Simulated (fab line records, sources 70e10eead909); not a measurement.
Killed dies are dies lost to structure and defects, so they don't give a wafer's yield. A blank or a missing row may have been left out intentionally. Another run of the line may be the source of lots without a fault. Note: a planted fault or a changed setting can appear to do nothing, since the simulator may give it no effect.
Code-filled problem report in 8D (eight disciplines) form    flow nand-harc    the parts of the form that need people (team, actions taken, sign-off) are left out

## 1. WHAT IS WRONG
Mean of time-to-endpoint-s at NHARC_P_CONTACT_CMP_24: 23 s across 4 wafers in 2 lots; on wafers with no fault it is 40 s (standard deviation 3.1). That puts it -5.6 standard deviations away from the usual mean.
The step: polishes, t overpolish 30 s, target thk 200 nm.
First seen on wafer L899.2, day 10 15:01, on cmp-01. The record has a number at this step for 36 wafers belonging to 12 lots. The rule behind "out" and "out of limits": a value lying over 4 standard deviations away from the usual mean. All remaining wafers that have a number are taken as sound.

## 2. WHAT IT IS AND WHAT IT IS NOT
question                     is                              is not
which readings at this step  time-to-endpoint-s              overpolish-run-s, retaining-ring-pressure-frac, slurry-flow-ml-min
which lots                   L899, L900                      L890, L891, L892, L896, L903, L907, L908, L909, L910, L911
which wafers of those lots   L899.2, L899.6, L900.4, L900.6  L899.1, L900.5
read on which tools          cmp-01                          cmp-02, cmp-04
when                         from day 10 15:01               up to then (13 sound wafers); but 19 sound wafers of L900, L903, L907, L908, L909, L910, L911 came after

## 3. THE SUSPECTS, EACH WITH WHAT RULES IT OUT
Counting: any tool at a process step up to the reading remains a suspect provided it ran every lot that is out. Sound lots after the first of them don't rule it out here, since some wafers of a struck lot are sound.
- cvd-w-02 at NHARC_P_CONTACT_CVD_23 (deposits W, target thk 200 nm, time 557 s): kept. Ran every lot that is out, first one L899 (day 10 14:19); last sound lot up to then L896 (day 9 12:20).
- cmp-01 at NHARC_P_CONTACT_CMP_24 (polishes, t overpolish 30 s, target thk 200 nm): kept. Ran every lot that is out, first one L899 (day 10 15:01); last sound lot up to then L891 (day 7 09:23). Its own time-to-endpoint-s readings are out on those wafers.
- Within cvd-w-02 at NHARC_P_CONTACT_CVD_23: the wafers that are out ran in chamber 1; their sound lot-mates ran in chamber 0.
- Within cmp-01 at NHARC_P_CONTACT_CMP_24: the wafers that are out ran in chambers 2, 3; their sound lot-mates ran in chambers 0, 1.
What counting leaves: cvd-w-02 at NHARC_P_CONTACT_CVD_23 and cmp-01 at NHARC_P_CONTACT_CMP_24.

## 4. THE CAUSE (what the simulator had put in)
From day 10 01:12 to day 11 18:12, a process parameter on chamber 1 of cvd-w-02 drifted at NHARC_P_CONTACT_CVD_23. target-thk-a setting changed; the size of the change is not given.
This tool is one of the 2 suspects left after counting.

## 5. THE CHAIN OF EFFECTS, in route order
Each row: a reading where the mean over the struck wafers with a number is more than 3 standard deviations away from the usual. Readings are gone through only where the record gives a usual standard deviation; hours: the median, over the lots, of the time from a lot's start at the first step in this table giving one to that lot's start at this step; sigmas: the change measured in usual standard deviations.
hours  step                    reading             usual  on struck wafers  change  sigmas
0      NHARC_P_CONTACT_CMP_24  time-to-endpoint-s  40 s   23                -17     -5.6
Its process steps:
- NHARC_P_CONTACT_CMP_24: polishes, t overpolish 30 s, target thk 200 nm.
Later steps that measure or inspect, where all struck wafers having a row at the step show a number for every such reading and not one has moved that far: NHARC_P_M0_CD_MEAS_16.

## 6. HOW IT WOULD HAVE BEEN CAUGHT EARLIER
The fault began at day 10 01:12; the first out-of-limits reading in this record came at day 10 15:01, 14 hours later.
Of the tool readings at NHARC_P_CONTACT_CVD_23 for which the record gives a usual standard deviation, none was out on any struck wafer, so an alarm limit of 4 standard deviations on them would not have fired.
L900, from the lots that are out (2), started NHARC_P_CONTACT_CVD_23 on cvd-w-02 later than day 10 15:01. Putting the tool on hold at that point would have spared it.
